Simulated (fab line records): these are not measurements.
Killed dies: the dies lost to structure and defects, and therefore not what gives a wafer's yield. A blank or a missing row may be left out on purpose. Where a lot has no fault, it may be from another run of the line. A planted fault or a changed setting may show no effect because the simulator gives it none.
Matching of chambers :: flow n5-finfet :: N5_FIN_SAQP_SPACER2_ETCHBACK_29 on rie-diel-03 has 4 sister chambers
The step etches SiO2 in CHF3/O2, target depth 12.2 nm, time 6.1 s. 8 wafers are shown with their chamber, then 9 later ones without.

## EACH WAFER AND ITS CHAMBER
wafer: L079.3
chamber: 2
throttle-valve-pct (%): 18.86
oes-product-au (a.u.): 0.78

wafer: L082.2
chamber: 0
throttle-valve-pct (%): 19.20
oes-product-au (a.u.): 0.76

wafer: L082.4
chamber: 2
throttle-valve-pct (%): 18.87
oes-product-au (a.u.): 0.78

wafer: L081.2
chamber: 3
throttle-valve-pct (%): 18.77
oes-product-au (a.u.): 0.91

wafer: L081.5
chamber: 1
throttle-valve-pct (%): 19.18
oes-product-au (a.u.): 0.75

wafer: L083.2
chamber: 0
throttle-valve-pct (%): 19.19
oes-product-au (a.u.): 0.74

wafer: L083.4
chamber: 1
throttle-valve-pct (%): 19.17
oes-product-au (a.u.): 0.74

wafer: L083.5
chamber: 3
throttle-valve-pct (%): 18.76
oes-product-au (a.u.): 0.91

## WAFERS WHOSE CHAMBER IS MISSING
wafer: L088.2
throttle-valve-pct (%): 19.20
oes-product-au (a.u.): 0.73

wafer: L088.3
throttle-valve-pct (%): 18.89
oes-product-au (a.u.): 0.76

wafer: L088.5
throttle-valve-pct (%): 19.20
oes-product-au (a.u.): 0.74

wafer: L094.4
throttle-valve-pct (%): 19.20
oes-product-au (a.u.): 0.73

wafer: L094.5
throttle-valve-pct (%): 19.23
oes-product-au (a.u.): 0.73

wafer: L094.6
throttle-valve-pct (%): 18.80
oes-product-au (a.u.): 0.88

wafer: L096.1
throttle-valve-pct (%): 18.82
oes-product-au (a.u.): 0.86

wafer: L096.2
throttle-valve-pct (%): 19.26
oes-product-au (a.u.): 0.72

wafer: L096.3
throttle-valve-pct (%): 19.24
oes-product-au (a.u.): 0.72

## WHICH CHAMBER EACH WENT THROUGH
wafer: L088.2
from the rows above: can't be placed: 0 or 1
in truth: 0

wafer: L088.3
from the rows above: 2
in truth: 2

wafer: L088.5
from the rows above: 0
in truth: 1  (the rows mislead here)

wafer: L094.4
from the rows above: can't be placed: 0 or 1
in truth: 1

wafer: L094.5
from the rows above: 0
in truth: 0

wafer: L094.6
from the rows above: 3
in truth: 3

wafer: L096.1
from the rows above: can't be placed: 3 or 2
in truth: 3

wafer: L096.2
from the rows above: 0
in truth: 0

wafer: L096.3
from the rows above: 0
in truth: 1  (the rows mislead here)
Correctly placed: 4 of 9. Can't be placed from these rows: 3 (the true chamber is among the candidates in 3). Wrongly placed: 2.
How it was worked out, from the rows above alone: a wafer's distance from a chamber is the root of the sum, over the readings, of the square of ((its reading less the chamber's mean) divided by the reading's scatter). If the next closest chamber is less than 2 further off than the closest, the wafer can't be placed; otherwise it belongs to the closest. A chamber's mean is the mean of its shown wafers. How the scatter is found: for the shown wafers, subtract from each reading the mean of its chamber, square and add these, divide the total by (wafers less chambers), then take the root.
